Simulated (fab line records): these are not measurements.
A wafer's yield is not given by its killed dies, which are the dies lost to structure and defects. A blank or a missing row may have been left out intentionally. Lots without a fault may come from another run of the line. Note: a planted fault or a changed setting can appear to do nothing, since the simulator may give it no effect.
What tool caused it? :: flow nand_harc :: 21 wafers sampled from 7 lots at 1 step of a route of 1302

## WHAT THE GAUGES READ, wafer by wafer
NHARC_P_CONTACT_OVL_MEAS_13.
lot: L103
measured: day 6 07:16
on: overlay-02
overlay_x_nm (nm): -0.5 0.3 0.4

lot: L106
measured: day 7 12:26
on: overlay-02
overlay_x_nm (nm): -0.5 -0.5 0.2

lot: L108
measured: day 8 15:25
on: overlay-02
overlay_x_nm (nm): 0.0 0.3 0.5

lot: L110
measured: day 9 06:04
on: overlay-02
overlay_x_nm (nm): 0.0 -0.1 0.0

lot: L112
measured: day 10 02:24
on: overlay-02
overlay_x_nm (nm): 1.0 0.7 0.3

lot: L119
measured: day 13 04:47
on: overlay-02
overlay_x_nm (nm): 0.2 0.4 -0.4

lot: L123
measured: day 14 21:25
on: overlay-02
overlay_x_nm (nm): -0.5 -0.5 -0.4

## WHAT TOOL EACH LOT RAN ON (gives the tool, then ch and the chambers of the sampled wafers, and finally the start)
No process step before these readings appears in the record.

## THE ANSWER, worked out from the rows above alone
Rule: the usual values come from the lots themselves. The widest of any qualifying gaps counts: lots, ordered by their means at a reading, are off when they make up no more than a third of the lots, leave a main group of 4 or more, and stand apart from it by 3 or more times the standard deviation of that group's means. The tables above print the reading to a certain number of digits; a main group whose means all agree to those digits is not used. Also off: a lot with no number at a reading for which 4 or more lots have one. Where the step has rows for the other lots, those lots are counted as sound.
Across all readings shown, no lot is off: no conclusion can be drawn from this.

## WHAT THE SIMULATOR HAD PUT IN
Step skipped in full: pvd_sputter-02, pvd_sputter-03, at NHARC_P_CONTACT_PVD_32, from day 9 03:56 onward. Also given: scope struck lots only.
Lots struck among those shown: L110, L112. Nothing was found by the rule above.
